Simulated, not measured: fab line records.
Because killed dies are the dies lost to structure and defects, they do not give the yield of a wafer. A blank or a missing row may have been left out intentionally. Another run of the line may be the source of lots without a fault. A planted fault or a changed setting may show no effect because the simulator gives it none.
Chamber matching ; flow n5 finfet ; rie diel-03 running N5_FIN_SAQP_ETCH_51: 4 sister chambers
The step etches SiARC in CF4, target depth 45.5 nm, time 75.8 s. 16 wafers are shown with their chamber, then 8 later ones without.

== WAFERS PAIRED WITH THEIR CHAMBERS ==
wafer;chamber;showerhead plenum p Torr (Torr);drypump motor current A (A);throttle valve pct (%)
L079.1;3;2.24;5.6;16.09
L079.2;0;2.23;6.3;15.81
L079.6;2;2.07;6.0;15.48
L082.1;0;2.23;6.2;15.82
L082.2;2;2.07;6.0;15.50
L082.6;2;2.07;6.0;15.50
L083.1;0;2.23;6.2;15.82
L083.2;1;2.30;5.2;15.36
L083.5;0;2.23;6.3;15.81
L084.2;0;2.23;6.3;15.83
L084.4;1;2.30;5.2;15.34
L084.5;2;2.07;6.0;15.53
L085.1;2;2.07;6.0;15.51
L085.3;3;2.24;5.6;16.13
L085.5;1;2.29;5.2;15.36
L092.2;1;2.29;5.2;15.41

SIGNATURES, as means of the wafers listed above
reading;chamber 0;chamber 1;chamber 2;chamber 3;scatter within a chamber
showerhead plenum p Torr;2.2300;2.2950;2.0700;2.2400;0.00289
drypump motor current A;6.260;5.200;6.000;5.600;0.0316
throttle valve pct;15.8180;15.3675;15.5040;16.1100;0.0206
Rule: a wafer's distance from a chamber is the root of the sum, over the readings, of the square of ((its reading less the chamber's mean) divided by the reading's scatter). If the next closest chamber is less than 2 further off than the closest, the wafer can't be placed; otherwise it belongs to the closest. The scatter: the root of (the sum of the squares of (reading less its chamber's mean) over the shown wafers, divided by (wafers less chambers)).

== WAFERS WITH NO CHAMBER GIVEN ==
wafer;showerhead plenum p Torr (Torr);drypump motor current A (A);throttle valve pct (%)
L092.4;2.22;6.2;15.86
L092.5;2.24;5.6;16.14
L094.2;2.29;5.2;15.41
L094.4;2.23;5.6;16.14
L094.6;2.22;6.3;15.88
L096.2;2.29;5.2;15.42
L096.4;2.06;6.0;15.55
L096.6;2.29;5.2;15.40

== EACH ONE'S CHAMBER ==
wafer;from the rows above;in truth
L092.4;0;0
L092.5;3;3
L094.2;1;1
L094.4;3;3
L094.6;0;0
L096.2;1;1
L096.4;2;2
L096.6;1;1
Correct placement for 8 of the 8. From these rows, 0 cannot be placed. Number placed wrongly: 0.
